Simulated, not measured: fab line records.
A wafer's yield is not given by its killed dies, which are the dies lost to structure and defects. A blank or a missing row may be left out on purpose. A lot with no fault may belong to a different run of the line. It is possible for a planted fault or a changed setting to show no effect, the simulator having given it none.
Comparing a struck lot with a sound one -- flow n5Finfet -- 40 steps out of a route of 1938
Sound: the wafers L345.2, L345.3, L345.5. Wafers L353.1, L353.5, L353.6 were the ones struck. The cause is named last.
Order at every step that has rows: each side's tool, ch and its chambers, its first start. Under that, the readings that differ: sound wafers -- struck wafers -- difference of the means -- sigmas: that difference in standard deviations of wafers without a fault.
alike: readings whose means differ by less than 2 such deviations, and words and numbers that are the same on both sides. not compared: withheld readings, readings that some wafer has no value for, bounds like >300 that may hide the same value, and numbers for which the record gives no deviation and whose values overlap.
A row with sigmas, a row that says differs or no value, or rows on one side alone: a step with any of these is where the two part. Numbers that don't overlap but have no deviation are shown without sigmas and don't part them. A reading that every wafer of one side lacks parts them only if that side has two wafers or more.

first, 10 steps without rows for these wafers: N5_FIN_SAQP_PRECLEAN_42 (cleans in O3/DIW, time 60 s); N5_FIN_SAQP_PRECLEAN_00 (cleans in SC1, time 60 s); N5_FIN_SAQP_PRECLEAN_44 (cleans in SC2, time 45 s); N5_FIN_SAQP_SRD_01 (time 30 s); N5_FIN_SAQP_ALD_61 (deposits SiO2, target thk 4 nm, pulse time 1 s, purge time 2 s); N5_FIN_SAQP_DENSIFY_62 (time 60 s); N5_FIN_SAQP_HM_DEP_03 (deposits SiNx from SiH4/NH3/N2, target thk 38 nm, time 33.6 s); N5_FIN_SAQP_PECVD_47 (deposits a-Si from SiH4/He, target thk 45 nm, time 36.3 s); N5_FIN_SAQP_PECVD_48 (deposits SiNx from SiH4/NH3/N2, target thk 25 nm, time 22.1 s); N5_FIN_SAQP_PECVD_06 (deposits a-Si from SiH4/He, target thk 60 nm, time 48.1 s).
N5_FIN_SAQP_HM_DEP_72: deposits SiO2 from SiH4/N2O, target thk 12 nm, time 7.2 s.
  sound on pecvd-01 ch 0,1, day 4 04:05; struck on pecvd-01 ch 0,2, day 6 03:12
  alike: heaterPowerW, rfFwdPowerW, showerheadPlenumPTorr
then, 8 steps without rows for these wafers: N5_FIN_SAQP_COAT_49 (time 60 s, resist thk 100 nm); N5_FIN_SAQP_COAT_50 (time 60 s, resist thk 35 nm); N5_FIN_SAQP_COAT_10 (resist thk 90 nm); N5_FIN_SAQP_EBR_12; N5_FIN_SAQP_SOFTBAKE_11 (time 60 s); N5_FIN_SAQP_EXPOSE_13 (exposes mask FIN CORE, target cd 35.6 nm); N5_FIN_SAQP_PEB_14 (peb time 60 s); N5_FIN_SAQP_DEVELOP_15 (develop time 30 s).
N5_FIN_SAQP_INSPECT_18: inspects for defects (brightfield).
  struck on defectInspect-01, day 6 03:43; sound on defectInspect-01, day 4 04:29
reading,sound,struck,difference,sigmas
rawDefectCount,448 469 416,675 767 790,+300,+3
then, 17 steps without rows for these wafers: N5_FIN_SAQP_DESCUM_21 (chemistry O2, time 7.9 s); N5_FIN_SAQP_ETCH_51 (etches SiARC in CF4, target depth 45.5 nm, time 75.8 s); N5_FIN_SAQP_ETCH_52 (etches SOC in N2/H2, target depth 100 nm, overetch 20 nm, time 150 s); N5_FIN_SAQP_STRIP_53 (strips in N2/H2); N5_FIN_SAQP_HM_OPEN_73 (chemistry CHF3/O2, target SiO2, stops on a-Si, target depth 12 nm, time 16.8 s); N5_FIN_SAQP_STRIP_74 (strips in CHF3/O2); N5_FIN_SAQP_MANDREL_ETCH_22 (etches a-Si in HBr/Cl2, stops on SiNx, target depth 60 nm, bt time 10 s, time 30 s); N5_FIN_SAQP_STRIP_55 (strips in N2/H2); N5_FIN_SAQP_STRIP_23 (strips in SPM, time 750 s); N5_FIN_SAQP_SRD_66 (time 30 s); N5_FIN_SAQP_RECESS_75 (chemistry HF/NH3, target SiO2, target depth 14.4 nm, afs cycles 3, sublimation time 60 s); N5_FIN_SAQP_SPACER1_ALD_24 (deposits SiO2, target thk 20.3 nm, pulse time 1 s, purge time 2 s); N5_FIN_SAQP_SPACER1_ETCHBACK_25 (etches SiO2 in CHF3/O2, target depth 24.4 nm, time 12.2 s); N5_FIN_SAQP_MANDREL1_REMOVE_56 (chemistry HBr/Cl2/O2, target a-Si, stops on SiNx, bt time 10 s); N5_FIN_SAQP_ETCH_57 (etches SiNx in CH3F/O2, target depth 32.5 nm, time 46.4 s); N5_FIN_SAQP_ETCH_65 (etches SiO2 in CF4, target depth 4 nm, time 4.4 s); N5_FIN_SAQP_MANDREL_ETCH_58 (etches a-Si in HBr/Cl2, stops on SiNx, target depth 45 nm, bt time 10 s, time 27 s).
N5_FIN_SAQP_INSPECT_40: inspects for defects (brightfield).
  struck on defectInspect-01, day 6 07:58; sound on defectInspect-02, day 4 08:46
reading,sound,struck,difference,sigmas
rawDefectCount,291 236 211,633 711 638,+415,+7
N5_FIN_CUT_INSPECT_10: inspects for defects (brightfield).
  struck on defectInspect-01, day 6 08:21; sound on defectInspect-02, day 4 09:10
reading,sound,struck,difference,sigmas
rawDefectCount,53 36 43,490 526 482,+455,+46
-- here the record skips 12 days between the struck wafers' starts before and after, leaving off in module FIN_CUT and picking up in module PASSIVATION (first step shown: number 1936 of the route) --
N5_PASSIVATION_PROBE_49:
  only the struck wafers here have rows in the record (prober-01, day 18 06:27); the sound ones have none

WHERE THEY PART
Earliest at N5_FIN_SAQP_INSPECT_18; latest, in this record, at N5_PASSIVATION_PROBE_49.

WHY: what the simulator had put in
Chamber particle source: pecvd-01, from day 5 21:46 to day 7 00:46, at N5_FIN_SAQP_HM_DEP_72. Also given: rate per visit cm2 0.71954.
